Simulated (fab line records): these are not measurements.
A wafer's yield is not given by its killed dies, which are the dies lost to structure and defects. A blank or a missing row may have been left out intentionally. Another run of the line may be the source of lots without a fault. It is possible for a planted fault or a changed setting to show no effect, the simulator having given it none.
Which tool is to blame? -- flow nand-harc -- Sampling: 11 lots, 33 wafers, 5 of 1159 route steps

WHAT THE GAUGES SHOWED, per wafer
NHARC_END_SORT_01.
lot,measured,on,killed-at-array
L410,day 21 10:40,prober-02,26 133 30
L413,day 21 17:37,prober-02,19 253 12

TOOL THAT RAN EACH LOT (tool first, then ch and the chambers of the sampled wafers, then the start)
lot,NHARC_A_WL_FILL_ETCHBACK_17,NHARC_A_CONTACT_ETCH_49,NHARC_A_CONTACT_ETCH_50,NHARC_A_CONTACT_ETCH_51
L406,"rie-metal-02 ch 0, day 16 06:02","rie-diel-07 ch 1,2, day 16 21:49 or earlier","rie-diel-07 ch 1,2, day 16 21:49 or earlier","rie-diel-07 ch 1,3, day 16 21:49"
L407,"rie-metal-03 ch 0,1, day 16 07:11","rie-diel-13 ch 2,3, day 16 23:18 or earlier","rie-diel-13 ch 1,2,3, day 16 23:18 or earlier","rie-diel-13 ch 1,2, day 16 23:18"
L410,"rie-metal-01 ch 0,1, day 17 17:47","rie-diel-07 ch 1,2,3, day 18 10:13 or earlier","rie-diel-07 ch 1,2, day 18 10:13 or earlier","rie-diel-07 ch 0,3, day 18 10:13"
L413,"rie-metal-02 ch 0,1, day 18 00:53","rie-diel-07 ch 0,2,3, day 18 17:59 or earlier","rie-diel-07 ch 0,1,2, day 18 17:59 or earlier","rie-diel-07 ch 0,1,2, day 18 17:59"
L417,"rie-metal-01 ch 0,1, day 18 18:49","rie-diel-13 ch 0,3, day 19 13:11 or earlier","rie-diel-13 ch 2,3, day 19 13:11 or earlier","rie-diel-13 ch 0,2,3, day 19 13:11"
L415,"rie-metal-02 ch 0,1, day 18 19:36","rie-diel-13 ch 0,1,2, day 19 14:11 or earlier","rie-diel-13 ch 0,2,3, day 19 14:11 or earlier","rie-diel-13 ch 0,1,3, day 19 14:11"
L421,"rie-metal-03 ch 0,1, day 20 20:58","rie-diel-07 ch 0,2,3, day 21 16:20 or earlier","rie-diel-07 ch 0,1, day 21 16:20 or earlier","rie-diel-07 ch 0,1,3, day 21 16:20"
L425,"rie-metal-03 ch 0,1, day 21 02:05","rie-diel-13 ch 1,2,3, day 21 20:15 or earlier","rie-diel-13 ch 0,1,2, day 21 20:15 or earlier","rie-diel-13 ch 1,2,3, day 21 20:15"
L424,"rie-metal-03 ch 0,1, day 21 04:11","rie-diel-07 ch 0,1,2, day 21 20:08 or earlier","rie-diel-07 ch 1,2,3, day 21 20:08 or earlier","rie-diel-07 ch 0,1,2, day 21 20:08"
L423,"rie-metal-01 ch 0,1, day 21 05:13","rie-diel-07 ch 0,2,3, day 22 05:38 or earlier","rie-diel-07 ch 0,3, day 22 05:38 or earlier","rie-diel-07 ch 0,2,3, day 22 05:38"
L426,"rie-metal-02 ch 1, day 21 11:14","rie-diel-07 ch 0,1,2, day 22 07:29 or earlier","rie-diel-07 ch 0,2,3, day 22 07:29 or earlier","rie-diel-07 ch 1,3, day 22 07:29"
- NHARC_A_WL_FILL_ETCHBACK_17: etches the open film in Cl2/BCl3, target depth 4 nm, time 26.7 s.
- NHARC_A_CONTACT_ETCH_49: etches the open film in N2/H2, target depth 260 nm, time 475.3 s.
- NHARC_A_CONTACT_ETCH_50: etches the open film in CF4/CHF3, target depth 84.7 nm, time 42.4 s.
- NHARC_A_CONTACT_ETCH_51: etches the open film in O2/COS, target depth 3600 nm, time 936 s.

THE ANSWER, worked out from the rows above alone
Rule: usual is defined by the lots themselves. The widest of any qualifying gaps counts: lots, ordered by their means at a reading, are off when they make up no more than a third of the lots, leave a main group of 4 or more, and stand apart from it by 3 or more times the standard deviation of that group's means. Not used: any main group whose means are identical at the precision the tables above print for the reading. Also off: a lot with no number at a reading for which 4 or more lots have one. All remaining lots with rows at the step are treated as sound.
Across all readings shown, no lot is off: no conclusion can be drawn from this.

WHAT WAS PUT IN BY THE SIMULATOR
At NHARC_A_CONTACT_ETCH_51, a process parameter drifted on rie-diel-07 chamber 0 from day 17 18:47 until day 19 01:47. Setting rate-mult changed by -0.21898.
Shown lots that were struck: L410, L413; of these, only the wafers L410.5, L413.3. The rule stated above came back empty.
